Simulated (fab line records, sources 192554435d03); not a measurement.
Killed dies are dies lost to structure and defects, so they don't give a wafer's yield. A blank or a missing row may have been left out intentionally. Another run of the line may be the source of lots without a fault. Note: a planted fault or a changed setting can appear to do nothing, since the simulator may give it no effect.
Chamber matching + flow n5_finfet + N5_SDB_CMP_30 on cmp-03 has 4 sister chambers
The step polishes, stops on poly-Si, t overpolish 1.54 s, target thk 30 nm. 8 wafers are shown with their chamber, then 7 later ones without.

WAFERS, EACH WITH ITS CHAMBER
| wafer  | chamber | motor_current_A (A) | time_to_endpoint_s (s) |
|--------|---------|---------------------|------------------------|
| L084.2 | 2       | 14.4                | 14.9                   |
| L084.3 | 1       | 11.4                | 14.0                   |
| L084.6 | 1       | 11.5                | 17.2                   |
| L086.3 | 0       | 12.7                | 21.0                   |
| L086.4 | 3       | 14.3                | 21.3                   |
| L086.5 | 0       | 12.6                | 20.8                   |
| L090.1 | 3       | 15.2                | 16.8                   |
| L090.4 | 2       | 15.0                | 18.3                   |

WAFERS MISSING THEIR CHAMBER
| wafer  | motor_current_A (A) | time_to_endpoint_s (s) |
|--------|---------------------|------------------------|
| L090.5 | 15.2                | 19.3                   |
| L092.2 | 12.7                | 17.1                   |
| L092.5 | 12.2                | 15.6                   |
| L092.6 | 11.1                | 19.9                   |
| L094.1 | 12.3                | 17.9                   |
| L094.4 | 15.0                | 16.4                   |
| L094.6 | 11.7                | 19.8                   |

EACH ONE'S CHAMBER
| wafer  | from the rows above     | in truth |
|--------|-------------------------|----------|
| L090.5 | can't be placed: 3 or 2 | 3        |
| L092.2 | can't be placed: 0 or 1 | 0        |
| L092.5 | can't be placed: 1 or 0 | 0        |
| L092.6 | can't be placed: 1 or 0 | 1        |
| L094.1 | can't be placed: 0 or 1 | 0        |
| L094.4 | can't be placed: 2 or 3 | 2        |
| L094.6 | can't be placed: 1 or 0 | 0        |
0 of 7 placed correctly. Unplaceable from these rows: 7, with the true chamber sitting among the candidates in 7. Number placed wrongly: 0.
How it was worked out, from the rows above alone: a wafer's distance from a chamber is the root of the sum, over the readings, of the square of ((its reading less the chamber's mean) divided by the reading's scatter). If the next closest chamber is less than 2 further off than the closest, the wafer can't be placed; otherwise it belongs to the closest. A chamber's mean is the mean of its shown wafers. The scatter is the square root of a quotient: the sum, over the shown wafers, of each reading's squared deviation from its chamber's mean, divided by wafers minus chambers.
